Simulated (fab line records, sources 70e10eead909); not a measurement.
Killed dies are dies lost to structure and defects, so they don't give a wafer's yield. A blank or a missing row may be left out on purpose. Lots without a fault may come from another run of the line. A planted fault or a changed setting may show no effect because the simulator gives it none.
Which tool did it? | flow nand_harc | 7 lots, 19 wafers sampled, at 2 steps of a route of 1159

WHAT THE GAUGES READ, wafer by wafer
NHARC_A_CHANNEL_HOLE_D1_CD_MEAS_30.
lot  | measured     | on        | cd_nm (nm)
L943 | day 8 20:09  | cd_sem-01 | 90.1 91.7 91.1
L947 | day 9 07:17  | cd_sem-02 | 90.5 88.9 90.6
L948 | day 9 15:05  | cd_sem-01 | 88.6 88.2 89.3
L953 | day 11 04:22 | cd_sem-02 | 88.4 90.4
L959 | day 12 15:13 | cd_sem-01 | 90.0 91.1
L961 | day 13 04:34 | cd_sem-02 | 88.5 88.9 90.5
L966 | day 14 11:35 | cd_sem-01 | 90.8 90.7 88.4

WHICH TOOL RAN EACH LOT (tool, then ch and the chambers of the sampled wafers, then the start)
lot  | NHARC_A_CHANNEL_HOLE_D1_ETCH_33
L943 | har_etch-01 ch 0,1, day 8 18:36
L947 | har_etch-01 ch 0,1, day 9 05:44
L948 | har_etch-02 ch 0,1, day 9 13:27
L953 | har_etch-01 ch 0,1, day 11 02:52
L959 | har_etch-01 ch 0,1, day 12 13:40
L961 | har_etch-01 ch 0,1, day 13 03:04
L966 | har_etch-02 ch 0,1, day 14 09:18
- NHARC_A_CHANNEL_HOLE_D1_ETCH_33: etches the open film in C4F8/O2/Ar, time 90 s, target depth 400 nm.

THE ANSWER, worked out from the rows above alone
Rule: what is usual is taken from the lots themselves. Put in order of their means at a reading, lots are off if they are a third of the lots or fewer, leave a main group of 4 or more, and stand apart from it by a gap of 3 or more times the standard deviation of the main group's means; of several such gaps the widest counts. A main group whose means are all the same, to the digits that the tables above print for the reading, isn't used. A lot without any number at a reading at which 4 lots or more have one is off too. The other lots that the step has rows for count as sound.
No lot is off at any reading shown: from this, nothing can be told.

WHAT THE SIMULATOR HAD PUT IN
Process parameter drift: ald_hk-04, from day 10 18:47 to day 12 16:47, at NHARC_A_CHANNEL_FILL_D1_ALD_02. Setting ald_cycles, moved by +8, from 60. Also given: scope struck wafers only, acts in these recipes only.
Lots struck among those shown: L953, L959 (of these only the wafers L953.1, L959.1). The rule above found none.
